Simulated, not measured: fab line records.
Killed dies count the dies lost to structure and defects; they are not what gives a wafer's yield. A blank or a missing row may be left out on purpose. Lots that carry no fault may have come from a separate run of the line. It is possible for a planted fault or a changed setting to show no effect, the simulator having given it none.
Which tool is to blame? :: flow n5_finfet :: Sampling: 11 lots, 33 wafers, 4 of 1938 route steps

WHAT THE GAUGES SHOWED, per wafer
N5_BEOL_M1_THK_MEAS_01.
lot: L997
measured: day 6 19:47
on: film_metro-01
M1_ILD_THK (nm): 77.1 77.7 78.5

lot: L995
measured: day 6 21:38
on: film_metro-01
M1_ILD_THK (nm): 79.5 79.2 79.3

lot: L996
measured: day 6 23:00
on: film_metro-01
M1_ILD_THK (nm): 78.5 79.2 79.0

lot: L998
measured: day 7 00:21
on: film_metro-01
M1_ILD_THK (nm): 78.6 79.1 80.1

lot: L107
measured: day 9 13:17
on: film_metro-02
M1_ILD_THK (nm): 77.7 78.3 79.9

lot: L108
measured: day 9 13:18
on: film_metro-01
M1_ILD_THK (nm): 79.5 80.3 79.4

lot: L109
measured: day 10 03:29
on: film_metro-02
M1_ILD_THK (nm): 77.8 79.9 80.3

lot: L113
measured: day 10 21:25
on: film_metro-01
M1_ILD_THK (nm): 79.2 79.7 78.5

lot: L117
measured: day 12 01:29
on: film_metro-02
M1_ILD_THK (nm): 80.5 79.7 79.3

WHAT TOOL EACH LOT RAN ON (gives the tool, then ch and the chambers of the sampled wafers, and finally the start)
lot: L997
N5_BEOL_M0_ANNEAL_133: pvd_sputter-03, day 6 18:25
N5_BEOL_M0_ANNEAL_135: pvd_sputter-03, day 6 18:32
N5_BEOL_M0_DEP_125: pecvd-02 ch 0,2, day 6 19:35

lot: L995
N5_BEOL_M0_ANNEAL_133: pvd_sputter-01, day 6 20:14
N5_BEOL_M0_ANNEAL_135: pvd_sputter-01, day 6 20:22
N5_BEOL_M0_DEP_125: pecvd-03 ch 0,2, day 6 21:25

lot: L996
N5_BEOL_M0_ANNEAL_133: pvd_sputter-01, day 6 21:20
N5_BEOL_M0_ANNEAL_135: pvd_sputter-01, day 6 21:27
N5_BEOL_M0_DEP_125: pecvd-03 ch 0,2, day 6 22:46

lot: L998
N5_BEOL_M0_ANNEAL_133: pvd_sputter-02, day 6 22:28
N5_BEOL_M0_ANNEAL_135: pvd_sputter-02, day 6 22:35
N5_BEOL_M0_DEP_125: pecvd-03 ch 0,2, day 7 00:07

lot: L100
N5_BEOL_M0_ANNEAL_133: pvd_sputter-01, day 7 11:37
N5_BEOL_M0_ANNEAL_135: pvd_sputter-01, day 7 11:44
N5_BEOL_M0_DEP_125: pecvd-02 ch 0,1, day 7 12:45

lot: L101
N5_BEOL_M0_ANNEAL_133: pvd_sputter-03, day 7 18:00
N5_BEOL_M0_ANNEAL_135: pvd_sputter-03, day 7 18:07
N5_BEOL_M0_DEP_125: pecvd-03 ch 0,2, day 7 19:08

lot: L107
N5_BEOL_M0_ANNEAL_133: pvd_sputter-03, day 9 10:22
N5_BEOL_M0_ANNEAL_135: pvd_sputter-03, day 9 10:30
N5_BEOL_M0_DEP_125: pecvd-04 ch 1,2, day 9 13:05

lot: L108
N5_BEOL_M0_ANNEAL_133: pvd_sputter-03, day 9 10:52
N5_BEOL_M0_ANNEAL_135: pvd_sputter-03, day 9 10:59
N5_BEOL_M0_DEP_125: pecvd-02 ch 0,1, day 9 13:06

lot: L109
N5_BEOL_M0_ANNEAL_133: pvd_sputter-02, day 10 01:53
N5_BEOL_M0_ANNEAL_135: pvd_sputter-02, day 10 02:00
N5_BEOL_M0_DEP_125: pecvd-03 ch 0,1,2, day 10 03:17

lot: L113
N5_BEOL_M0_ANNEAL_133: pvd_sputter-03, day 10 20:04
N5_BEOL_M0_ANNEAL_135: pvd_sputter-03, day 10 20:11
N5_BEOL_M0_DEP_125: pecvd-03 ch 0,1,2, day 10 21:13

lot: L117
N5_BEOL_M0_ANNEAL_133: pvd_sputter-02, day 12 00:09
N5_BEOL_M0_ANNEAL_135: pvd_sputter-02, day 12 00:16
N5_BEOL_M0_DEP_125: pecvd-02 ch 0,1,2, day 12 01:19
- N5_BEOL_M0_ANNEAL_133: time 60 s.
- N5_BEOL_M0_ANNEAL_135: time 60 s.
- N5_BEOL_M0_DEP_125: deposits SiCN from 3MS/NH3, target thk 8 nm, time 14 s.

THE ANSWER, worked out from the rows above alone
Rule: what is usual is taken from the lots themselves. Put in order of their means at a reading, lots are off if they are a third of the lots or fewer, leave a main group of 4 or more, and stand apart from it by a gap of 3 or more times the standard deviation of the main group's means; of several such gaps the widest counts. Not used: any main group whose means are identical at the precision the tables above print for the reading. A lot without any number at a reading at which 4 lots or more have one is off too. Any other lot the step has rows for is counted as sound.
Across all readings shown, no lot is off: no conclusion can be drawn from this.

WHAT THE SIMULATOR HAD PUT IN
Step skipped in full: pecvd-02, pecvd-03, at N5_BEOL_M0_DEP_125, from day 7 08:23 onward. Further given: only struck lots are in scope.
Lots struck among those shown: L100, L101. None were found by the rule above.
